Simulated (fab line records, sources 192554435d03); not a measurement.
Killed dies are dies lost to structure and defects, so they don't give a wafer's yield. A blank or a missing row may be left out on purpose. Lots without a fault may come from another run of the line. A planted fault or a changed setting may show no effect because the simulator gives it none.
fab line records | flow n5_finfet
record lots=9 wafers=27 last_day=18
route steps=1938 shown HKMG_FIN@444 GATE_CUT@466 BEOL_M4@1111
lots that met no fault: from a run of the same line without faults
start_h: hours from the record's first day to the start of the lot's first wafer shown | wait_h: hours since the lot's step before | " the same as in the row above | L1.1+2: a row that stands for several wafers | - no value, or no start given | * or withheld: withheld | < > ~ a bound
route shown NAME@n: a module of which the file shows steps, and the number in the route of the first | usual: mean/standard deviation of fault-free wafers | same: alike in all rows | chamber/n: place in a boat | sites: the reading at each site | _std_site: their standard deviation | _edge_site: outer sites' mean less inner sites' | radius_mm: how far each site lies from the wafer's centre | mask NAME#n: copy n | behind: the tool/chamber that last shaped the wafer | hold: why the lot was held/for how many hours/how that ended | device: the transistor (n, p or np) that didn't switch | end of line: the same wafers' tests at the end of the route | a step without rows: its recipe alone | killed: dies lost to structure and defects at the first sort, not the wafer's yield | map: a wafer's dies, x killed, . not, _ none there
set.NAME: the setting as run; set.NAME@STEP: as run at that earlier step | model.NAME: the simulator's own value behind a step, which no gauge read
steps of the route over a sample of lots; a table a step, a row a wafer
services: from which hour (start_h, from the record's first day; less than 0 if before it) a tool's chamber was out of use, for how many hours, and why
## steps
# step N5_HKMG_FIN_ETCH_86
# recipe chemistry=N2/H2 target=SOC target_depth_a=3932 stop_on=TiN ion_energy_ev=100 bias_w=61 pressure_mtorr=30 source_w=850 n2_flow_sccm=200 h2_flow_sccm=200
# usual bias_w=60.98/0.2 drypump_motor_current_A=5.8/0.45 n2_flow_sccm=200.0/0.57 oes_product_au=0.79/0.094 rf_vpp_V=240.7/1.4 showerhead_plenum_p_Torr=2.54/0.095 throttle_valve_pct=17.85/0.29
# columns lot.wafer tool chamber start_h wait_h bias_w drypump_motor_current_A n2_flow_sccm oes_product_au rf_hours_counter_h rf_vpp_V showerhead_plenum_p_Torr throttle_valve_pct
L975.3 rie_diel-03 1 86.70 - 60.93 5.7 200.0 0.71 215 241.6 2.64 18.33
L975.5 " 1 " " 60.76 5.6 199.5 0.70 - 241.6 2.64 18.31
L975.6 " 2 " " 60.84 5.7 199.6 0.69 - 240.0 2.40 18.24
L977.4 rie_diel-06 0 90.60 - 60.89 6.5 199.6 0.79 98 238.8 2.46 17.72
L977.5 " 2 " " 61.05 5.3 200.3 0.70 - 239.2 2.61 17.95
L977.6 " 1 " " 60.81 5.5 199.7 0.69 - 239.1 2.51 17.86
L978.2 rie_diel-03 3 95.76 - 61.09 6.6 200.0 0.86 44 242.7 2.68 17.41
L978.5 " 3 " " 60.89 6.6 200.0 0.88 - 242.8 2.68 17.42
L978.6 " 2 " " 61.06 5.8 200.1 0.69 - 239.7 2.40 18.23
L982.1 rie_diel-01 2 121.56 - 61.09 5.8 200.4 0.71 183 241.1 2.54 17.91
L982.4 " 0 " " 60.83 5.5 200.2 0.75 156 240.8 2.65 17.92
L982.5 " 3 " " 60.87 5.5 199.6 0.73 - 241.5 2.52 17.75
L983.1 rie_diel-03 0 129.01 - 60.96 5.3 199.3 0.74 163 239.3 2.43 17.80
L983.3 " 3 " " 61.08 6.6 200.8 0.85 55 241.6 2.67 17.43
L983.4 " 3 " " 60.93 6.6 200.6 0.86 - 243.0 2.67 17.43
L987.1 rie_diel-06 3 155.31 - 61.34 5.5 199.8 0.92 11 239.5 2.49 17.98
L987.5 " 3 " " 61.44 5.5 199.8 0.92 - 240.1 2.49 18.00
L987.6 " 2 " " 60.94 5.4 200.6 0.68 - 241.8 2.60 17.99
L989.1 rie_diel-06 2 164.38 - 61.11 5.4 198.9 0.68 249 240.6 2.60 17.99
L989.5 " 1 " " 61.14 5.5 199.4 0.94 - 241.4 2.50 17.44
L989.6 " 0 " " 61.13 6.5 200.1 0.77 - 240.1 2.45 17.77
L996.3 rie_diel-06 3 202.25 - 61.02 5.6 200.0 0.88 28 239.7 2.49 18.01
L996.5 " 1 " " 60.99 5.5 200.0 0.90 - 240.4 2.50 17.46
L996.6 " 3 " " 60.83 5.5 199.9 0.88 - 240.9 2.49 18.01
L998.2 rie_diel-01 3 219.54 - 61.07 5.5 199.1 0.71 207 240.1 2.50 17.80
L998.3 " 1 " " 61.24 5.4 199.6 0.69 229 238.3 2.41 18.38
L998.5 " 3 " " 61.12 5.5 199.3 0.71 - 240.2 2.50 17.80
# step N5_HKMG_FIN_STRIP_90
# recipe chemistry=N2/H2 material=SOC time_s=20 power_w=500 temp_c=40 pressure_mtorr=50 rf_frequency_hz=6e+07 bias_power_w=8 h2_frac=0.5 n2_flow_sccm=300 h2_flow_sccm=300
# usual drypump_motor_current_A=5.7/0.42 n2_flow_sccm=300.1/0.98 oes_product_au=0.77/0.089 rf_vpp_V=54.4/0.84 showerhead_plenum_p_Torr=3.36/0.12 throttle_valve_pct=19.1/0.43
# columns lot.wafer tool chamber start_h wait_h drypump_motor_current_A n2_flow_sccm oes_product_au rf_hours_counter_h rf_vpp_V showerhead_plenum_p_Torr throttle_valve_pct
L975.3 rie_diel-06 1 87.83 0.0 5.5 299.1 0.70 238 54.2 3.32 19.1
L975.5 " 0 " " 6.5 301.9 0.78 - 55.9 3.26 18.7
L975.6 " 1 " " 5.5 298.5 0.71 - 54.5 3.32 19.1
L977.4 rie_diel-03 1 91.85 0.0 5.7 299.8 0.71 218 53.0 3.49 19.8
L977.5 " 0 " " 5.3 298.1 0.74 - 54.2 3.22 19.1
L977.6 " 1 " " 5.7 300.6 0.71 - 54.4 3.49 19.8
L978.2 rie_diel-03 2 96.89 0.0 5.7 301.0 0.68 242 53.3 3.17 19.5
L978.5 " 3 " " 6.6 299.3 0.86 - 54.8 3.53 18.3
L978.6 " 2 " " 5.7 300.7 0.69 - 53.6 3.17 19.5
L982.1 rie_diel-03 3 122.69 0.0 6.6 300.7 0.85 53 54.4 3.53 18.3
L982.4 " 1 " " 5.7 300.2 0.70 - 55.5 3.48 19.8
L982.5 " 2 " " 5.8 301.2 0.68 - 54.3 3.17 19.6
L983.1 rie_diel-06 2 130.14 0.0 5.3 301.3 0.69 235 55.1 3.44 19.3
L983.3 " 1 " " 5.5 299.2 0.70 252 53.2 3.31 19.1
L983.4 " 1 " " 5.5 299.9 0.70 - 54.0 3.31 19.1
L987.1 rie_diel-03 0 156.44 0.0 5.3 299.7 0.72 173 54.7 3.21 19.2
L987.5 " 2 " " 5.7 302.5 0.94 - 54.9 3.57 19.1
L987.6 " 3 " " 6.6 301.1 0.83 - 53.7 3.52 18.3
L989.1 rie_diel-01 2 165.51 0.0 5.8 299.6 0.70 197 54.6 3.34 18.9
L989.5 " 0 " " 5.5 299.0 0.72 - 54.4 3.49 19.5
L989.6 " 1 " " 5.4 299.6 0.71 - 53.2 3.19 19.5
L996.3 rie_diel-01 1 203.38 0.0 5.4 300.4 0.70 224 54.0 3.19 19.6
L996.5 " 3 " " 5.5 299.1 0.71 - 55.2 3.31 18.9
L996.6 " 0 " " 5.5 300.3 0.72 - 55.0 3.48 19.5
L998.2 rie_diel-06 0 220.67 0.0 6.5 300.9 0.75 141 53.7 3.24 18.8
L998.3 " 1 " " 5.5 299.3 0.89 26 53.9 3.30 18.7
L998.5 " 3 " " 5.6 299.8 0.88 - 55.5 3.28 19.5
# step N5_HKMG_FIN_STRIP_69
# recipe chemistry=N2/H2 power_w=2500 temp_c=300 h2_frac=0.65 time_s=360 pressure_mtorr=withheld n2_flow_sccm=1750 h2_flow_sccm=3250
# usual drypump_motor_current_A=6.12/0.24 heater_power_w=498/38 n2_flow_sccm=1750/6.6
# columns lot.wafer tool chamber start_h wait_h drypump_motor_current_A heater_power_w n2_flow_sccm rf_hours_counter_h
L975.3 plasma_asher-01 1 88.25 0.2 5.89 520 1759 -
L975.5 " 0 " " 5.74 515 1761 -
L975.6 " 1 " " 5.93 526 1756 -
L977.4 plasma_asher-02 0 92.27 0.2 6.38 522 1756 -
L977.5 " 0 " " 6.39 521 1760 -
L977.6 " 1 " " 6.12 447 1752 -
L978.2 plasma_asher-02 0 97.19 0.1 6.38 536 1754 93
L978.5 " 1 " " 6.10 453 1746 -
L978.6 " 0 " " 6.37 520 1751 -
L982.1 plasma_asher-02 1 123.02 0.1 6.11 455 1754 98
L982.4 " 1 " " 6.11 438 1757 -
L982.5 " 1 " " 6.12 455 1755 -
L983.1 plasma_asher-02 0 130.47 0.1 6.39 534 1738 99
L983.3 " 1 " " 6.11 438 1750 -
L983.4 " 0 " " 6.38 529 1740 -
L987.1 plasma_asher-01 1 156.74 0.1 5.90 525 1757 47
L987.5 " 1 " " 5.85 516 1754 -
L987.6 " 0 " " 5.75 533 1763 -
L989.1 plasma_asher-01 0 165.81 0.1 5.73 539 1744 49
L989.5 " 0 " " 5.77 527 1746 -
L989.6 " 1 " " 5.89 521 1756 -
L996.3 plasma_asher-02 1 203.81 0.2 6.11 461 1746 -
L996.5 " 0 " " 6.38 523 1742 -
L996.6 " 1 " " 6.11 441 1755 -
L998.2 plasma_asher-02 1 221.09 0.2 6.10 446 1752 117
L998.3 " 1 " " 6.11 455 1744 -
L998.5 " 1 " " 6.10 435 1745 -
# step N5_GATE_CUT_ETCH_56
# recipe chemistry=Cl2/Ar target=TiN target_depth_a=216 pressure_mtorr=10 icp_w=600 bias_w=60 Cl2_flow_sccm=40 Ar_flow_sccm=60
# usual bias_w=59.99/0.18 drypump_motor_current_A=5.61/0.28 mfc_cl2_sccm=39.99/0.11 oes_product_au=0.76/0.14 throttle_valve_pct=20.9/0.32
# columns lot.wafer tool chamber start_h wait_h bias_w drypump_motor_current_A mfc_cl2_sccm oes_product_au rf_hours_counter_h throttle_valve_pct
L975.3 rie_metal-03 1 92.86 0.1 60.10 5.27 39.99 0.89 - 20.6
L975.5 " 1 " " 60.08 5.27 40.14 0.88 - 20.6
L975.6 " 0 " " 60.24 5.93 39.89 0.60 - 20.8
L977.4 rie_metal-01 1 94.07 0.1 60.38 5.36 39.85 0.71 - 21.1
L977.5 " 0 " " 59.68 5.60 39.87 0.92 - 20.6
L977.6 " 1 " " 60.24 5.35 40.12 0.71 - 21.2
L978.2 rie_metal-02 0 98.97 0.1 60.07 5.78 40.03 0.61 126 21.2
L978.5 " 1 " " 59.94 5.91 40.02 0.64 - 21.3
L978.6 " 0 " " 59.92 5.79 40.14 0.61 - 21.2
L982.1 rie_metal-03 1 124.80 0.1 59.94 5.28 39.89 0.88 15 20.6
L982.4 " 0 " " 60.36 5.92 40.13 0.61 - 20.8
L982.5 " 0 " " 60.14 5.96 39.88 0.60 - 20.9
L983.1 rie_metal-03 1 132.28 0.1 59.87 5.22 40.03 0.87 16 20.6
L983.3 " 0 " " 60.28 5.94 40.08 0.60 - 20.8
L983.4 " 1 " " 59.78 5.26 39.85 0.86 - 20.6
L987.1 rie_metal-03 1 158.52 0.1 59.96 5.28 39.96 0.86 19 20.6
L987.5 " 0 " " 57.05 5.91 39.97 0.99 - 20.4
L987.6 " 1 " " 60.13 5.27 39.91 0.85 - 20.6
L989.1 rie_metal-02 0 167.59 0.1 59.71 5.77 39.84 0.60 131 21.2
L989.5 " 1 " " 60.12 5.90 40.04 0.63 - 21.2
L989.6 " 0 " " 60.05 5.79 39.90 0.60 - 21.2
L996.3 rie_metal-01 0 205.54 0.1 60.27 5.57 39.86 0.88 - 20.6
L996.5 " 0 " " 60.15 5.58 39.77 0.88 - 20.6
L996.6 " 1 " " 60.17 5.37 39.74 0.70 - 21.2
L998.2 rie_metal-01 0 222.88 0.1 60.13 5.54 40.10 0.87 15 20.6
L998.3 " 1 " " 59.98 5.36 39.97 0.68 - 21.2
L998.5 " 0 " " 59.97 5.57 39.88 0.87 - 20.6
# step N5_BEOL_M4_RC_MEAS_101
# usual DIBL_N=36.4/1.6 DIBL_P=36.2/1.8 IOFF_N=0.159/0.029 IOFF_P=0.21/0.034 ION_N=670/12 ION_P=459/8.2 SS_N=71.5/0.59 SS_P=73.2/0.54 VT_N=250/3.3 VT_P=-250/3.7
# columns lot.wafer tool chamber start_h wait_h DIBL_N[mV/V] DIBL_P[mV/V] IOFF_N[nA/um] IOFF_P[nA/um] ION_N[uA/um] ION_P[uA/um] SS_N[mV/dec] SS_P[mV/dec] VT_N[mV] VT_P[mV]
L975.3 prober-02 0 188.80 0.3 35.8 37.4 0.150 0.20 673 460 71.2 73.4 248 -251
L975.5 " 0 " " 36.6 37.3 0.153 0.20 659 447 71.3 73.6 251 -252
L975.6 " 0 " " 36.6 37.5 0.164 0.21 671 459 71.5 73.1 251 -254
L977.4 prober-02 0 204.10 0.5 34.8 33.3 0.133 0.20 674 465 70.2 73.3 252 -249
L977.5 " 0 " " 37.0 35.7 0.170 0.24 685 464 71.5 72.6 248 -247
L977.6 " 0 " " 36.3 34.5 0.144 0.22 658 459 71.6 73.3 252 -247
L978.2 prober-02 0 209.13 0.2 38.1 36.5 0.204 0.25 697 472 72.2 73.0 248 -247
L978.5 " 0 " " 39.7 38.4 0.260 0.31 698 477 72.9 73.5 243 -241
L978.6 " 0 " " 37.4 35.3 0.191 0.24 683 469 72.1 73.2 247 -247
L982.1 prober-01 0 243.95 0.0 35.2 33.9 0.121 0.16 656 441 71.2 73.0 254 -259
L982.4 " 0 " " 35.8 34.4 0.130 0.16 657 441 71.6 72.5 257 -258
L982.5 " 0 " " 37.1 36.6 0.148 0.19 664 452 71.6 73.4 252 -256
L983.1 prober-01 0 256.60 0.0 35.4 35.6 0.146 0.17 671 458 71.8 72.9 250 -255
L983.3 " 0 " " 34.2 34.4 0.130 0.15 657 442 72.3 72.1 255 -256
L983.4 " 0 " " 36.1 38.2 0.167 0.20 672 455 72.0 73.4 249 -251
L989.1 prober-02 0 258.39 0.0 35.5 35.8 0.130 0.20 656 452 71.0 73.0 253 -251
L989.5 " 0 " " 35.2 35.1 0.126 0.18 668 461 70.8 72.8 254 -252
L989.6 " 0 " " 36.1 32.9 0.127 0.15 643 445 72.0 72.8 256 -255
L987.1 prober-01 0 272.43 0.0 36.2 35.0 0.141 0.21 664 462 71.5 73.0 252 -249
L987.5 " 0 " " 36.7 34.4 0.149 0.19 656 459 71.7 72.9 253 -251
L987.6 " 0 " " 35.9 33.1 0.131 0.19 669 460 70.6 72.8 250 -251
L996.3 prober-02 0 311.25 0.3 35.5 34.9 0.113 0.14 649 443 71.2 72.3 257 -262
L996.5 " 0 " " 38.6 39.7 0.190 0.20 673 453 72.2 73.7 250 -253
L996.6 " 0 " " 36.9 37.1 0.152 0.16 675 455 71.9 72.9 251 -258
L998.2 prober-02 0 335.34 0.2 37.0 37.7 0.179 0.27 671 468 72.1 73.9 248 -245
L998.3 " 0 " " 32.8 33.8 0.114 0.20 657 466 70.8 72.3 255 -246
L998.5 " 0 " " 32.9 34.5 0.119 0.23 660 464 70.8 73.0 249 -247
## services
# columns tool chamber start_h hours kind
rie_metal-02 1 73.77 1.5 repair
rie_metal-03 - 86.82 1.4 pm
rie_metal-01 0 94.61 7.9 repair
rie_diel-01 1 95.89 7.1 repair
rie_diel-06 3 104.22 - clean
rie_diel-06 3 104.22 - consumable_replace:focus_ring
rie_diel-06 3 104.22 26.0 scheduled_down
rie_diel-06 3 104.22 26.0 vent_cycle
rie_diel-06 - 127.09 0.4 repair
rie_diel-03 2 127.13 - clean
rie_diel-03 2 127.13 - consumable_replace:focus_ring
rie_diel-03 2 127.13 - consumable_replace:showerhead
rie_diel-03 2 127.13 11.0 scheduled_down
rie_diel-03 2 127.13 11.0 vent_cycle
rie_diel-06 1 130.24 - clean
rie_diel-06 1 130.24 - consumable_replace:focus_ring
rie_diel-06 1 130.24 18.3 scheduled_down
rie_diel-06 1 130.24 18.3 vent_cycle
rie_metal-03 0 169.63 1.4 repair
rie_diel-03 2 177.94 5.5 repair
rie_metal-02 - 196.79 10.0 pm
rie_diel-06 0 200.50 16.6 repair
rie_diel-03 - 205.84 0.2 repair
rie_diel-03 2 220.89 7.3 repair
## key
first_sign step=N5_GATE_CUT_ETCH_56 reading=bias_w direction=down sigmas=17 usual=* struck=*
effect none on later readings
met_at N5_GATE_CUT_ETCH_56
struck_lots L987
struck_wafers L987.5
not_acting_at N5_HKMG_FIN_ETCH_86,N5_HKMG_FIN_STRIP_90,N5_HKMG_FIN_STRIP_69
onset_between 132.28 158.52
fault kind=process_parameter_drift tool=rie_metal-03 chamber=0 onset_h=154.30 steps=N5_GATE_CUT_ETCH_56 channel=bias_w offset=* shape=step end_h=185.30 acts_in=* stated=*
